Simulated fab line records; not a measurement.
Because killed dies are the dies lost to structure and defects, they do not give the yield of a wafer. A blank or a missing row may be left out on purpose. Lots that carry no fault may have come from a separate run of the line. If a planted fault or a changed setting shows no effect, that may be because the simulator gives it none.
A struck lot beside a sound one / flow n5Finfet / 37 out of 1938 route steps
Sound: the wafers L530.4, L530.5, L530.6. Wafers L516.2, L516.3, L516.4 were the ones struck. The cause comes at the end.
Per side, at each step with rows, come the tool, then ch with its chambers, and then its first start. Under that, the readings that differ: sound wafers / struck wafers / difference of the means / sigmas: that difference in standard deviations of wafers without a fault.
alike: same words and numbers on both sides, and readings whose means sit less than 2 such deviations apart. not compared: any withheld reading, any reading some wafer has no value for, any bound like >300 that may hide the same value, and any number with overlapping values for which the record gives no deviation.
The two part at a step that has a row with sigmas, a row that says differs or no value, or rows on one side only. When numbers do not overlap yet have no deviation, they are printed without sigmas and do not part them. A reading that every wafer of one side lacks parts them only if that side has two wafers or more.

first, 9 steps without rows for these wafers: N5_WELL_APT_COAT_19 (resist thk 950 nm); N5_WELL_APT_EBR_21; N5_WELL_APT_SOFTBAKE_20 (time 60 s); N5_WELL_APT_EXPOSE_22 (exposes mask PWELL, defocus 0 nm, target cd 200 nm); N5_WELL_APT_PEB_23 (peb time 90 s); N5_WELL_APT_DEVELOP_24 (develop time 45 s); N5_WELL_APT_HARDBAKE_29 (time 120 s); N5_WELL_APT_DESCUM_30 (chemistry O2, time 7.9 s); N5_WELL_APT_IMPLANT_31.
N5_WELL_APT_IMPLANT_32:
  sound on implanter-01 ch 0, day 7 09:31; struck on implanter-02 ch 0, day 3 21:24
reading=doseIonsCm2; sound=2.0026e+13 1.9972e+13 2.0031e+13; struck=2.3495e+13 2.3476e+13 2.3503e+13; difference=+3.4817e+12; sigmas=+99 or more
reading=faradayCurrentUA; sound=248 258 258; struck=297 297 296; difference=+42; sigmas=+9
then, 25 steps without rows for these wafers: N5_WELL_APT_STRIP_33 (strips in SPM, time 900 s); N5_WELL_APT_RTA_34 (time 10 s); N5_WELL_APT_OXIDE_STRIP_42 (strips SiO2 in dHF, time 45 s, target depth 12 nm); N5_WELL_APT_PRECLEAN_36 (cleans in O3/DIW, time 45 s); N5_WELL_APT_PRECLEAN_39 (cleans in dHF, time 60 s); N5_WELL_APT_SRD_37 (time 30 s); N5_WELL_APT_EPI_41 (deposits Si from SiH4/H2, target thk 50 nm, time 297.7 s); N5_PMOS_HMC_CHANNEL_EPI_HM_DEP_34 (deposits SiO2 from TEOS/O2, target thk 36 nm, time 6.9 s); N5_PMOS_HMC_CHANNEL_EPI_COAT_31 (time 60 s, resist thk 66 nm); N5_PMOS_HMC_CHANNEL_EPI_COAT_03 (resist thk 205 nm); N5_PMOS_HMC_CHANNEL_EPI_EBR_05; N5_PMOS_HMC_CHANNEL_EPI_SOFTBAKE_04 (time 60 s); N5_PMOS_HMC_CHANNEL_EPI_EXPOSE_06 (exposes mask PMOS HMC BLK, target cd 240 nm); N5_PMOS_HMC_CHANNEL_EPI_PEB_07 (peb time 60 s); N5_PMOS_HMC_CHANNEL_EPI_DEVELOP_08 (develop time 30 s); N5_PMOS_HMC_CHANNEL_EPI_DESCUM_14 (chemistry O2, time 7.9 s); N5_PMOS_HMC_CHANNEL_EPI_ETCH_32 (etches BARC in N2/H2, stops on SiO2, target depth 85.8 nm, time 50.3 s); N5_PMOS_HMC_CHANNEL_EPI_HM_OPEN_15 (chemistry CHF3/O2, target SiO2, target depth 40.6 nm, time 20.3 s); N5_PMOS_HMC_CHANNEL_EPI_STRIP_33 (strips in N2/H2); N5_PMOS_HMC_CHANNEL_EPI_STRIP_17 (strips in SPM, time 750 s); N5_PMOS_HMC_CHANNEL_EPI_ETCH_38 (etches SiO2 in CF4, target depth 1.5 nm); N5_PMOS_HMC_CHANNEL_EPI_FIN_RECESS_16 (chemistry HBr/Cl2, target Si, target depth 54 nm, time 18 s); N5_PMOS_HMC_CHANNEL_EPI_PRECLEAN_36 (cleans in O3/DIW, time 45 s); N5_PMOS_HMC_CHANNEL_EPI_PRECLEAN_18 (cleans in DHF, time 30 s); N5_PMOS_HMC_CHANNEL_EPI_SRD_19 (time 30 s).
-- record jumps: 7 days separate the struck wafers' starts on either side; left off in module PMOS_HMC_CHANNEL_EPI, taken up again in module BEOL_M4, whose first shown step is the route's number 1111 --
N5_BEOL_M4_RC_MEAS_101:
  sound on prober-01 ch 0, day 15 20:11; struck on prober-01 ch 0, day 10 21:52
reading=CJ_N; sound=4.29 4.26 4.41; struck=4.56 4.63 4.51; difference=+0.25; sigmas=+3
reading=ION_P (uA/um); sound=465 464 445; struck=474 479 472; difference=+17; sigmas=+2
reading=VT_P (mV); sound=-249 -253 -255; struck=-242 -241 -245; difference=+10; sigmas=+3
  alike: DIBL_N, DIBL_P, IOFF_N, IOFF_P, ION_N, SS_N, SS_P, VT_N
N5_PASSIVATION_PROBE_49:
  rows exist in the record for the sound wafers here (prober-01, day 20 14:27), none for the struck ones

== WHERE THEY PART ==
First at N5_WELL_APT_IMPLANT_32; last, within this record, at N5_PASSIVATION_PROBE_49.

WHY: the cause the simulator had injected
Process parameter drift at N5_WELL_APT_IMPLANT_32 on implanter-02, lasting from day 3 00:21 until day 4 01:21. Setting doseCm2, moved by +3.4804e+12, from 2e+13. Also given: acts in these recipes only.
